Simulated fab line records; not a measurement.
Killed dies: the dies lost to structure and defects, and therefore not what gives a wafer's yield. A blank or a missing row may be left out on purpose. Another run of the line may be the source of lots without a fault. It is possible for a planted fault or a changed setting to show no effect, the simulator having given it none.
fab line records ; flow n5Finfet
[record] lots = 7; wafers = 21
route steps=1938 shown BEOL_M9@1407 BEOL_M10@1499 BEOL_M11@1539 BEOL_M12@1639
startH: the number of hours between the record's first day and the start of the first shown wafer of the lot ; waitH: hours from the lot's prior step to this one ; " same as the row above ; L1.1+2: several wafers, shown together as one row ; - no value, or no start given ; * or withheld: withheld ; < > ~ a bound
route shown NAME@n: names a module that has steps shown in the file, with the first one's number in the route ; usual: mean and standard deviation over wafers with no fault ; same: alike in all rows ; chamber/n: place in a boat ; sites: readings site by site ; _std_site: standard deviation of those values ; _edge_site: mean of outer sites minus mean of inner sites ; radiusMm: how far each site lies from the wafer's centre ; mask NAME#n: copy n ; behind: the most recent tool/chamber to have shaped the wafer ; hold: reason for holding the lot/hours on hold/outcome of the hold ; device: which transistor (n, p or np) failed to switch ; end of line: at the end of the route, the tests of the same wafers ; a step with no rows: only its recipe ; killed: not the wafer's yield, but the dies lost to structure and defects at the first sort ; map: a wafer's dies, marking killed ones x, the rest . and places with no die _
set.NAME: the setting as run; set.NAME@STEP: as run at that earlier step ; model.NAME: the simulator's own value behind a step, which no gauge read
lots whose settings were changed on purpose; a table a step, a row a wafer
[[steps]]
[step N5_BEOL_M9_COAT_60]
[recipe] resist = SiARC; tempC = 220; timeS = 60; spinRpm = 1500; resistThkNm = 30
lot.wafer;tool;chamber;startH;waitH;set.spinRpm;model.SiARC_of_BEOL_M9_COAT_60.thkNm
L077.2;lithoTrack-01;0;-;-;1632;28.6
L077.3+6;lithoTrack-01;0;-;-;1500;30
L081.1+4+5;lithoTrack-01;0;-;-;1500;30
L082.1+6;lithoTrack-04;0;-;-;1388;31.2
L082.5;lithoTrack-04;0;-;-;1500;30
L087.1;lithoTrack-05;0;-;-;1646;28.6
L087.4+5;lithoTrack-05;0;-;-;1500;30
L089.1+3+5;lithoTrack-04;0;-;-;1500;30
L091.1+2+6;lithoTrack-01;0;-;-;1500;30
L096.1+5;lithoTrack-05;0;-;-;1607;29
L096.4;lithoTrack-05;0;-;-;1500;30
[step N5_BEOL_M9_COAT_05]
[recipe] resist = CAR-ArF; spinRpm = 1500; resistThkNm = 90
[step N5_BEOL_M9_EBR_07]
[recipe] solvent = PGMEA; ebrWidthMm = 1.5
[step N5_BEOL_M9_DESCUM_16]
[recipe] chemistry = O2; timeS = 7.9; sourcePowerW = 50; biasPowerW = 20; pressureMtorr = 20; rfFrequencyHz = 2.712e+07; tempC = 40; resist = CAR-ArF; o2FlowSccm = 225
[step N5_BEOL_M9_ETCH_61]
[recipe] chemistry = CF4; target = SiARC; targetDepthA = 390; maskMaterial = CAR-ArF; timeS = 65; ionEnergyEv = 80; pressureMtorr = 40; sourceW = 545; biasW = 36; Ar_flow_sccm = 100; cf4FlowSccm = 100; ends = cleared
lot.wafer;tool;chamber;startH;waitH;set.spinRpm@BEOL_M9_COAT_60;model.etch.depthNm;model.CAR-ArF_of_BEOL_M9_COAT_05.thkNm
L077.2;rieDiel-05;2;265.04;0.0;1632;28.66;56.4
L077.3;rieDiel-05;3;265.04;0.0;1500;29.92;55.6
L077.6;rieDiel-05;1;265.04;0.0;1500;29.91;55.6
L081.1;rieDiel-02;3;284.46;0.0;1500;29.98;55.4
L081.4;rieDiel-02;1;284.46;0.0;1500;30;55.2
L081.5;rieDiel-02;3;284.46;0.0;1500;29.94;55.6
L082.1;rieDiel-05;0;292.11;0.0;1388;31.27;54.2
L082.5;rieDiel-05;1;292.11;0.0;1500;30;55.2
L082.6;rieDiel-05;2;292.11;0.0;1388;31.28;54
L087.1;rieDiel-03;3;345.74;0.0;1646;28.69;56.8
L087.4;rieDiel-03;0;345.74;0.0;1500;30.08;55.6
L087.5;rieDiel-03;1;345.74;0.0;1500;30.07;55.6
L089.1;rieDiel-02;2;346.20;0.0;1500;29.98;55.4
L089.3;rieDiel-02;1;346.20;0.0;1500;30.02;55.4
L089.5;rieDiel-02;3;346.20;0.0;1500;29.97;55.6
L091.1;rieDiel-02;3;364.87;0.0;1500;29.99;55.4
L091.2;rieDiel-02;1;364.87;0.0;1500;30.09;55.4
L091.6;rieDiel-02;1;364.87;0.0;1500;29.93;55.6
L096.1;rieDiel-03;3;375.55;0.0;1607;29.09;56.6
L096.4;rieDiel-03;2;375.55;0.0;1500;30.08;55.6
L096.5;rieDiel-03;3;375.55;0.0;1607;29.02;56.4
[step N5_BEOL_M9_ETCH_62]
[recipe] chemistry = N2/H2; target = SOC; targetDepthA = 1100; overetchA = 220; maskMaterial = SiARC; tempC = 40; timeS = 165; ionEnergyEv = 200; pressureMtorr = 30; sourceW = 840; biasW = 150; n2FlowSccm = 200; h2FlowSccm = 200
lot.wafer;tool;chamber;startH;waitH;set.spinRpm@BEOL_M9_COAT_60;model.SiARC_of_BEOL_M9_COAT_60.thkNm
L077.2;rieDiel-05;2;265.09;0.0;1632;22
L077.3;rieDiel-05;3;265.09;0.0;1500;23.6
L077.6;rieDiel-05;1;265.09;0.0;1500;23.2
L081.1+4+5;rieDiel-02;3,1,3;284.51;0.0;1500;23.6
L082.1;rieDiel-05;0;292.16;0.0;1388;24.8
L082.5;rieDiel-05;1;292.16;0.0;1500;23.2
L082.6;rieDiel-05;2;292.16;0.0;1388;24.4
L087.1;rieDiel-03;3;345.79;0.0;1646;22
L087.4;rieDiel-03;0;345.79;0.0;1500;23.4
L087.5;rieDiel-03;1;345.79;0.0;1500;23.6
L089.1;rieDiel-02;2;346.25;0.0;1500;23.8
L089.3+5;rieDiel-02;1,3;346.25;0.0;1500;23.6
L091.1+6;rieDiel-02;3,1;364.92;0.0;1500;23.6
L091.2;rieDiel-02;1;364.92;0.0;1500;23.8
L096.1;rieDiel-03;3;375.60;0.0;1607;22.6
L096.4;rieDiel-03;2;375.60;0.0;1500;23.6
L096.5;rieDiel-03;3;375.60;0.0;1607;22.4
[step N5_BEOL_M10_EXPOSE_25]
[recipe] maskId = V9; na = 1.35; sourceShape = annular; sigmaInner = 0.5; sigmaOuter = 0.8; polarization = unpolarized; doseMj = 85.5
lot.wafer;tool;chamber;startH;waitH;mask;set.doseMj
L077.2;arfiScanner-03;0;275.28;-;V9#0;90.07
L077.3+6;arfiScanner-03;0;275.28;-;V9#0;85.5
L081.1+4+5;arfiScanner-03;0;293.26;-;V9#0;85.5
L082.1+5+6;arfiScanner-01;0;302.65;-;V9#0;85.5
L087.1+4+5;arfiScanner-03;0;356.88;-;V9#0;85.5
L089.1+5;arfiScanner-03;0;359.07;-;V9#0;89.98
L089.3;arfiScanner-03;0;359.07;-;V9#0;85.5
L091.1;arfiScanner-03;0;373.54;-;V9#0;90.3
L091.2+6;arfiScanner-03;0;373.54;-;V9#0;85.5
L096.1;arfiScanner-03;0;387.69;-;V9#0;85.5
L096.4+5;arfiScanner-03;0;387.69;-;V9#0;82.84
[step N5_BEOL_M10_PEB_26]
[recipe] pebTempC = withheld; pebTimeS = 60; resist = CAR-ArF
lot.wafer;tool;chamber;startH;waitH;set.pebTimeS
L077.2+3;lithoTrack-02;0;275.34;0.1;67.27
L077.6;lithoTrack-02;0;275.34;0.1;60
L081.1+4+5;lithoTrack-02;0;293.32;0.1;60
L082.1+6;lithoTrack-02;0;302.71;0.1;60
L082.5;lithoTrack-02;0;302.71;0.1;68.59
L087.1+4;lithoTrack-03;0;356.95;0.1;54.86
L087.5;lithoTrack-03;0;356.95;0.1;60
L089.1+5;lithoTrack-02;0;359.14;0.1;71.96
L089.3;lithoTrack-02;0;359.14;0.1;60
L091.1+2;lithoTrack-04;0;373.60;0.1;66.11
L091.6;lithoTrack-04;0;373.60;0.1;60
L096.1+4+5;lithoTrack-02;0;387.76;0.1;60
[step N5_BEOL_M10_DEVELOP_27]
[recipe] developTimeS = 30; developer = TMAH; resist = CAR-ArF; rinseLiquid = diw; dry = airSpin; devTempC = 23
[step N5_BEOL_M10_CD_MEAS_28]
[recipe] targetCdNm = 70; landingEnergyEv = 500; detector = seInlens; polarity = opening
[usual] cdNm = 70.1/0.99
lot.wafer;tool;chamber;startH;waitH;set.doseMj@BEOL_M10_EXPOSE_25;set.pebTimeS@BEOL_M10_PEB_26;cdNm
L077.2;cdSem-03;0;275.41;-;90.07;67.27;78.8
L077.3;cdSem-03;0;275.41;-;85.5;67.27;73.4
L077.6;cdSem-03;0;275.41;-;85.5;60;69.3
L081.1;cdSem-01;0;293.39;-;85.5;60;70.7
L081.4;cdSem-01;0;293.39;-;85.5;60;70.3
L081.5;cdSem-01;0;293.39;-;85.5;60;70.2
L082.1;cdSem-02;0;302.78;-;85.5;60;69.4
L082.5;cdSem-02;0;302.78;-;85.5;68.59;75.5
L082.6;cdSem-02;0;302.78;-;85.5;60;68.1
L087.1;cdSem-01;0;357.01;-;85.5;54.86;67.3
L087.4;cdSem-01;0;357.01;-;85.5;54.86;66.8
L087.5;cdSem-01;0;357.01;-;85.5;60;73.1
L089.1;cdSem-03;0;359.21;-;89.98;71.96;80.8
L089.3;cdSem-03;0;359.21;-;85.5;60;70.2
L089.5;cdSem-03;0;359.21;-;89.98;71.96;81.5
L091.1;cdSem-02;0;373.67;-;90.3;66.11;79.4
L091.2;cdSem-02;0;373.67;-;85.5;66.11;74.8
L091.6;cdSem-02;0;373.67;-;85.5;60;70.3
L096.1;cdSem-03;0;387.82;-;85.5;60;69.6
L096.4;cdSem-03;0;387.82;-;82.84;60;66.7
L096.5;cdSem-03;0;387.82;-;82.84;60;67.4
[step N5_BEOL_M11_PECVD_70]
[recipe] material = SiO2; targetThkA = 200; tempC = 400; precursor = TEOS/O2; pressureTorr = 5.5; rfW = 450; teosFlowSccm = 53.8; gas = O2; flowSccm = 3000; timeS = 22.7
lot.wafer;tool;chamber;startH;waitH;set.timeS;model.SiO2_of_BEOL_M11_PECVD_70.thkNm
L077.2;pecvd-04;1;278.81;0.0;20.73;18.4
L077.3;pecvd-04;0;278.81;0.0;20.73;18.2
L077.6;pecvd-04;1;278.81;0.0;22.7;20.6
L081.1;pecvd-03;0;297.17;0.0;22.7;19.8
L081.4;pecvd-03;2;297.17;0.0;22.7;20.6
L081.5;pecvd-03;0;297.17;0.0;22.7;20.2
L082.1;pecvd-03;0;307.85;0.0;22.7;19.2
L082.5;pecvd-03;1;307.85;0.0;22.7;20
L082.6;pecvd-03;0;307.85;0.0;24.81;21.8
L087.1;pecvd-03;0;361.33;0.0;22.7;19.6
L087.4;pecvd-03;2;361.33;0.0;22.7;20.2
L087.5;pecvd-03;1;361.33;0.0;22.7;20.4
L089.1;pecvd-03;1;364.06;0.0;22.7;19.6
L089.3;pecvd-03;2;364.06;0.0;21.01;18
L089.5;pecvd-03;1;364.06;0.0;21.01;18.6
L091.1+2;pecvd-04;0,2;378.15;0.0;25.09;22
L091.6;pecvd-04;1;378.15;0.0;25.09;22.6
L096.1;pecvd-03;2;391.75;0.0;22.7;19.4
L096.4;pecvd-03;0;391.75;0.0;22.7;20
L096.5;pecvd-03;2;391.75;0.0;22.7;20.2
[step N5_BEOL_M11_COAT_59]
[recipe] resist = SOC; tempC = 250; timeS = 60; spinRpm = 1500; resistThkNm = 100
lot.wafer;tool;chamber;startH;waitH;set.spinRpm;model.SOC_of_BEOL_M11_COAT_59.thkNm
L077.2;lithoTrack-01;0;279.55;0.1;1646;95.4
L077.3;lithoTrack-01;0;279.55;0.1;1646;95.8
L077.6;lithoTrack-01;0;279.55;0.1;1500;100.2
L081.1+5;lithoTrack-03;0;299.89;0.1;1500;100.2
L081.4;lithoTrack-03;0;299.89;0.1;1500;100
L082.1;lithoTrack-01;0;309.47;0.1;1571;96.8
L082.5;lithoTrack-01;0;309.47;0.1;1500;99.2
L082.6;lithoTrack-01;0;309.47;0.1;1500;99.4
L087.1+5;lithoTrack-05;0;362.34;0.1;1500;99.8
L087.4;lithoTrack-05;0;362.34;0.1;1500;100
L089.1;lithoTrack-01;0;367.49;0.1;1500;99.6
L089.3+5;lithoTrack-01;0;367.49;0.1;1500;99.4
L091.1;lithoTrack-01;0;379.21;0.1;1385;103.8
L091.2;lithoTrack-01;0;379.21;0.1;1500;99.2
L091.6;lithoTrack-01;0;379.21;0.1;1385;103.2
L096.1;lithoTrack-01;0;393.39;0.1;1500;99.8
L096.4;lithoTrack-01;0;393.39;0.1;1500;99.4
L096.5;lithoTrack-01;0;393.39;0.1;1500;99.6
[step N5_BEOL_M11_COAT_60]
[recipe] resist = SiARC; tempC = 220; timeS = 60; spinRpm = 1500; resistThkNm = 30
[step N5_BEOL_M11_COAT_05]
[recipe] resist = CAR-ArF; spinRpm = 1500; resistThkNm = 90
[step N5_BEOL_M11_DESCUM_16]
[recipe] chemistry = O2; timeS = 7.9; sourcePowerW = 50; biasPowerW = 20; pressureMtorr = 20; rfFrequencyHz = 2.712e+07; tempC = 40; resist = CAR-ArF; o2FlowSccm = 225
[step N5_BEOL_M11_ETCH_61]
[recipe] chemistry = CF4; target = SiARC; targetDepthA = 390; maskMaterial = CAR-ArF; timeS = 65; ionEnergyEv = 80; pressureMtorr = 40; sourceW = 545; biasW = 36; Ar_flow_sccm = 100; cf4FlowSccm = 100; ends = cleared
[step N5_BEOL_M11_ETCH_62]
[recipe] chemistry = N2/H2; target = SOC; targetDepthA = 1100; overetchA = 220; maskMaterial = SiARC; tempC = 40; timeS = 165; ionEnergyEv = 200; pressureMtorr = 30; sourceW = 840; biasW = 150; n2FlowSccm = 200; h2FlowSccm = 200
lot.wafer;tool;chamber;startH;waitH;set.spinRpm@BEOL_M11_COAT_59;model.etch.depthNm
L077.2;rieDiel-05;1;280.30;0.0;1646;95.33
L077.3;rieDiel-05;0;280.30;0.0;1646;95.74
L077.6;rieDiel-05;0;280.30;0.0;1500;100.3
L081.1;rieDiel-03;3;300.39;0.0;1500;100.1
L081.4;rieDiel-03;1;300.39;0.0;1500;100
L081.5;rieDiel-03;0;300.39;0.0;1500;100.2
L082.1;rieDiel-05;2;310.01;0.0;1571;96.83
L082.5;rieDiel-05;0;310.01;0.0;1500;99.23
L082.6;rieDiel-05;3;310.01;0.0;1500;99.38
L087.1;rieDiel-02;1;362.88;0.0;1500;99.76
L087.4;rieDiel-02;2;362.88;0.0;1500;99.98
L087.5;rieDiel-02;3;362.88;0.0;1500;99.88
L089.1;rieDiel-02;1;368.04;0.0;1500;99.67
L089.3;rieDiel-02;3;368.04;0.0;1500;99.4
L089.5;rieDiel-02;3;368.04;0.0;1500;99.45
L091.1;rieDiel-03;2;379.76;0.0;1385;103.9
L091.2;rieDiel-03;1;379.76;0.0;1500;99.23
L091.6;rieDiel-03;0;379.76;0.0;1385;103.1
L096.1;rieDiel-02;2;394.04;0.0;1500;99.71
L096.4;rieDiel-02;2;394.04;0.0;1500;99.36
L096.5;rieDiel-02;1;394.04;0.0;1500;99.51
[step N5_BEOL_M11_STRIP_68]
[recipe] chemistry = N2/H2; tempC = 40; n2FlowSccm = 200; h2FlowSccm = 200; rfFrequencyHz = 6e+07
[step N5_BEOL_M11_STRIP_67]
[recipe] chemistry = CF4; resist = SiARC; powerW = 300; biasPowerW = 75; pressureMtorr = 50; cf4FlowSccm = 150; rfFrequencyHz = 6e+07
[step N5_BEOL_M11_HM_OPEN_17]
[recipe] chemistry = Cl2/BCl3; targetDepthA = 200; overetchA = 60; target = TiN; maskMaterial = SOC; ionEnergyEv = 150; pressureMtorr = 10; icpW = 1000; biasW = 126; Cl2_flow_sccm = 53.25; bcl3FlowSccm = 21.75; Ar_flow_sccm = 25
lot.wafer;tool;chamber;startH;waitH;set.spinRpm@BEOL_M11_COAT_59;model.SOC_of_BEOL_M11_COAT_59.thkNm
L077.2;rieMetal-01;0;280.48;0.0;1646;87.6
L077.3;rieMetal-01;0;280.48;0.0;1646;88
L077.6;rieMetal-01;0;280.48;0.0;1500;92.6
L081.1;rieMetal-03;0;300.58;0.0;1500;92.6
L081.4;rieMetal-03;1;300.58;0.0;1500;92.2
L081.5;rieMetal-03;1;300.58;0.0;1500;92.4
L082.1;rieMetal-02;0;310.20;0.0;1571;88.8
L082.5;rieMetal-02;0;310.20;0.0;1500;91.2
L082.6;rieMetal-02;0;310.20;0.0;1500;91.4
L087.1;rieMetal-01;1;363.07;0.0;1500;92
L087.4+5;rieMetal-01;1;363.07;0.0;1500;92.2
L089.1;rieMetal-01;1;368.23;0.0;1500;92
L089.3+5;rieMetal-01;0,1;368.23;0.0;1500;91.8
L091.1;rieMetal-03;0;379.94;0.0;1385;96.2
L091.2;rieMetal-03;1;379.94;0.0;1500;91.6
L091.6;rieMetal-03;1;379.94;0.0;1385;95.6
L096.1;rieMetal-03;1;394.23;0.0;1500;92
L096.4+5;rieMetal-03;1;394.23;0.0;1500;91.8
[step N5_BEOL_M11_VIA_ETCH_34]
[recipe] chemistry = C4F6/O2; target = SiCOH_lowk; targetDepthA = 1845; maskMaterial = SOC; taperDeg = 4; timeS = 69.2; ionEnergyEv = 250; pressureMtorr = 30; sourceW = 345; biasW = 185; Ar_flow_sccm = 300; C4F6_flow_sccm = 10; O2_flow_sccm = 10
lot.wafer;tool;chamber;startH;waitH;set.timeS;model.etch.depthNm;model.SOC_of_BEOL_M11_COAT_63.thkNm
L077.2;rieDiel-03;3;282.03;0.0;63.18;171;92.8
L077.3;rieDiel-03;2;282.03;0.0;69.2;185.6;92.2
L077.6;rieDiel-03;0;282.03;0.0;63.18;169.5;92.6
L081.1;rieDiel-03;0;303.54;0.0;69.2;184.7;91.6
L081.4;rieDiel-03;3;303.54;0.0;69.2;183.8;91.6
L081.5;rieDiel-03;1;303.54;0.0;69.2;185.7;92
L082.1;rieDiel-05;0;312.29;0.0;69.2;184;91.4
L082.5;rieDiel-05;1;312.29;0.0;59.14;160.1;92.6
L082.6;rieDiel-05;2;312.29;0.0;59.14;161.2;93
L087.1;rieDiel-05;0;367.41;0.0;69.2;182.7;92
L087.4;rieDiel-05;3;367.41;0.0;69.2;180.7;92
L087.5;rieDiel-05;2;367.41;0.0;69.2;188;92.2
L089.1;rieDiel-05;3;370.45;0.0;69.2;181.2;92.4
L089.3;rieDiel-05;2;370.45;0.0;60.28;162.8;93
L089.5;rieDiel-05;0;370.45;0.0;60.28;158.4;93
L091.1;rieDiel-03;0;381.94;0.0;69.2;187.7;91.6
L091.2;rieDiel-03;1;381.94;0.0;69.2;184.1;92
L091.6;rieDiel-03;3;381.94;0.0;69.2;184.9;91.8
L096.1;rieDiel-03;3;395.22;0.0;69.2;184.1;92.4
L096.4;rieDiel-03;2;395.22;0.0;69.2;185.2;92
L096.5;rieDiel-03;2;395.22;0.0;69.2;185.7;92.4
[step N5_BEOL_M11_ETCH_41]
[recipe] chemistry = CH3F/O2; target = SiCN; targetDepthA = 426; taperDeg = 2; timeS = 86; ionEnergyEv = 120; maskMaterial = TiN; pressureMtorr = 30; sourceW = 395; biasW = 75; Ar_flow_sccm = 150; CH3F_flow_sccm = 30; O2_flow_sccm = 20
lot.wafer;tool;chamber;startH;waitH;set.timeS;model.etch.depthNm
L077.2;rieDiel-03;3;-;-;72.79;28.15
L077.3;rieDiel-03;2;-;-;86;32.83
L077.6;rieDiel-03;0;-;-;86;33.09
L081.1;rieDiel-03;0;-;-;86;32.84
L081.4;rieDiel-03;3;-;-;86;32.86
L081.5;rieDiel-03;1;-;-;86;33.25
L082.1;rieDiel-05;0;-;-;86;33.1
L082.5;rieDiel-05;1;-;-;86;33.48
L082.6;rieDiel-05;2;-;-;86;33.88
L087.1;rieDiel-05;0;-;-;86;32.33
L087.4;rieDiel-05;3;-;-;102.5;38.11
L087.5;rieDiel-05;2;-;-;86;32.94
L089.1;rieDiel-05;3;-;-;86;32.62
L089.3;rieDiel-05;2;-;-;97.64;37.82
L089.5;rieDiel-05;0;-;-;86;32.42
L091.1;rieDiel-03;0;-;-;86;33.26
L091.2;rieDiel-03;1;-;-;68.16;25.88
L091.6;rieDiel-03;3;-;-;86;32.59
L096.1;rieDiel-03;3;-;-;86;32.82
L096.4;rieDiel-03;2;-;-;72.74;27.37
L096.5;rieDiel-03;2;-;-;72.74;27.81
[step N5_BEOL_M12_TRENCH_ETCH_34]
[recipe] chemistry = C4F8/O2/Ar; target = SiOC; targetDepthA = 3189.5; maskMaterial = SOC; pressureMtorr = 30; sourceW = 3000; biasW = 700; Ar_flow_sccm = 400; C4F8_flow_sccm = 15; O2_flow_sccm = 8; heInnerTorr = 15; heOuterTorr = 30; timeS = 125.5; ionEnergyEv = 250
lot.wafer;tool;chamber;startH;waitH;set.timeS;model.etch.depthNm
L077.2;rieDiel-01;2;286.53;0.0;125.5;312.8
L077.3;rieDiel-01;3;286.53;0.0;125.5;324.6
L077.6;rieDiel-01;2;286.53;0.0;125.5;316.1
L081.1;rieDiel-06;1;310.48;0.0;125.5;310.6
L081.4;rieDiel-06;2;310.48;0.0;125.5;315.5
L081.5;rieDiel-06;0;310.48;0.0;125.5;318.8
L082.1;rieDiel-06;1;318.61;0.0;125.5;313.9
L082.5;rieDiel-06;1;318.61;0.0;125.5;312
L082.6;rieDiel-06;2;318.61;0.0;125.5;318.6
L087.1;rieDiel-06;1;372.59;0.0;125.5;314.2
L087.4;rieDiel-06;2;372.59;0.0;109.8;276.3
L087.5;rieDiel-06;1;372.59;0.0;109.8;276.4
L089.1;rieDiel-04;2;375.50;0.0;115.5;300.5
L089.3;rieDiel-04;0;375.50;0.0;115.5;299.8
L089.5;rieDiel-04;3;375.50;0.0;125.5;329.8
L091.1;rieDiel-06;1;386.56;0.0;144;360.7
L091.2;rieDiel-06;0;386.56;0.0;144;368
L091.6;rieDiel-06;3;386.56;0.0;125.5;320.7
L096.1;rieDiel-04;2;400.75;0.0;125.5;323.1
L096.4;rieDiel-04;0;400.75;0.0;113.7;288.3
L096.5;rieDiel-04;0;400.75;0.0;125.5;315.4
[step N5_BEOL_M12_STRIP_70]
[recipe] chemistry = C4F8/O2/Ar; resist = SiARC; rfFrequencyHz = 6e+07
[step N5_BEOL_M12_OCD_MEAS_35]
[usual] trenchDepthNm = 319/4.9
lot.wafer;tool;chamber;startH;waitH;set.timeS@BEOL_M12_TRENCH_ETCH_34;trenchDepthNm
L077.2;ocd-02;-;286.69;0.0;125.5;312
L077.3;ocd-02;-;286.69;0.0;125.5;325
L077.6;ocd-02;-;286.69;0.0;125.5;316
L081.1;ocd-01;-;310.64;0.0;125.5;311
L081.4;ocd-01;-;310.64;0.0;125.5;315
L081.5;ocd-01;-;310.64;0.0;125.5;319
L082.1;ocd-02;-;318.76;0.0;125.5;314
L082.5;ocd-02;-;318.76;0.0;125.5;312
L082.6;ocd-02;-;318.76;0.0;125.5;318
L087.1;ocd-01;-;372.74;0.0;125.5;314
L087.4;ocd-01;-;372.74;0.0;109.8;277
L087.5;ocd-01;-;372.74;0.0;109.8;277
L089.1;ocd-01;-;375.66;0.0;115.5;300
L089.3;ocd-01;-;375.66;0.0;115.5;300
L089.5;ocd-01;-;375.66;0.0;125.5;329
L091.1;ocd-01;-;386.71;0.0;144;361
L091.2;ocd-01;-;386.71;0.0;144;368
L091.6;ocd-01;-;386.71;0.0;125.5;321
L096.1;ocd-02;-;400.90;0.0;125.5;323
L096.4;ocd-02;-;400.90;0.0;113.7;289
L096.5;ocd-02;-;400.90;0.0;125.5;316
[[key]]
[split] step = N5_BEOL_M9_COAT_60; setting = spinRpm; stated = 1500; by = wafer
[response] step = N5_BEOL_M9_COAT_60; reading = model.SiARC_of_BEOL_M9_COAT_60.thkNm; change = -0.151; per = 1%; r = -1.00
[response] step = N5_BEOL_M9_ETCH_61; reading = model.etch.depthNm; change = -0.148; per = 1%; r = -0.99
[response] step = N5_BEOL_M9_ETCH_61; reading = model.CAR-ArF_of_BEOL_M9_COAT_05.thkNm; change = +0.12; per = 1%; r = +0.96
[response] step = N5_BEOL_M9_ETCH_62; reading = model.SiARC_of_BEOL_M9_COAT_60.thkNm; change = -0.162; per = 1%; r = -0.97
[split] step = N5_BEOL_M10_EXPOSE_25; setting = doseMj; stated = 85.5; by = wafer
[response] step = N5_BEOL_M10_CD_MEAS_28; reading = cdNm; slope = +0.758; per = 1%; togetherWith = pebTimeS@BEOL_M10_PEB_26; explained = 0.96
[split] step = N5_BEOL_M10_PEB_26; setting = pebTimeS; stated = 60; by = wafer
[response] step = N5_BEOL_M10_CD_MEAS_28; reading = cdNm; change = +0.559; per = 1%; r = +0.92
[split] step = N5_BEOL_M11_PECVD_70; setting = timeS; stated = 22.7; by = wafer
[response] step = N5_BEOL_M11_PECVD_70; reading = model.SiO2_of_BEOL_M11_PECVD_70.thkNm; change = +0.231; per = 1%; r = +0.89
[split] step = N5_BEOL_M11_COAT_59; setting = spinRpm; stated = 1500; by = wafer
[response] step = N5_BEOL_M11_COAT_59; reading = model.SOC_of_BEOL_M11_COAT_59.thkNm; change = -0.509; per = 1%; r = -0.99
[response] step = N5_BEOL_M11_ETCH_62; reading = model.etch.depthNm; change = -0.513; per = 1%; r = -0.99
[response] step = N5_BEOL_M11_HM_OPEN_17; reading = model.SOC_of_BEOL_M11_COAT_59.thkNm; change = -0.52; per = 1%; r = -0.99
[split] step = N5_BEOL_M11_VIA_ETCH_34; setting = timeS; stated = 69.2; by = wafer
[response] step = N5_BEOL_M11_VIA_ETCH_34; reading = model.etch.depthNm; change = +1.63; per = 1%; r = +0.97
[response] step = N5_BEOL_M11_VIA_ETCH_34; reading = model.SOC_of_BEOL_M11_COAT_63.thkNm; change = -0.0716; per = 1%; r = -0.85
[split] step = N5_BEOL_M11_ETCH_41; setting = timeS; stated = 86; by = wafer
[response] step = N5_BEOL_M11_ETCH_41; reading = model.etch.depthNm; change = +0.328; per = 1%; r = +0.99
[split] step = N5_BEOL_M12_TRENCH_ETCH_34; setting = timeS; stated = 125.5; by = wafer
[response] step = N5_BEOL_M12_TRENCH_ETCH_34; reading = model.etch.depthNm; change = +3.13; per = 1%; r = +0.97
[response] step = N5_BEOL_M12_OCD_MEAS_35; reading = trenchDepthNm; change = +3.11; per = 1%; r = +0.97
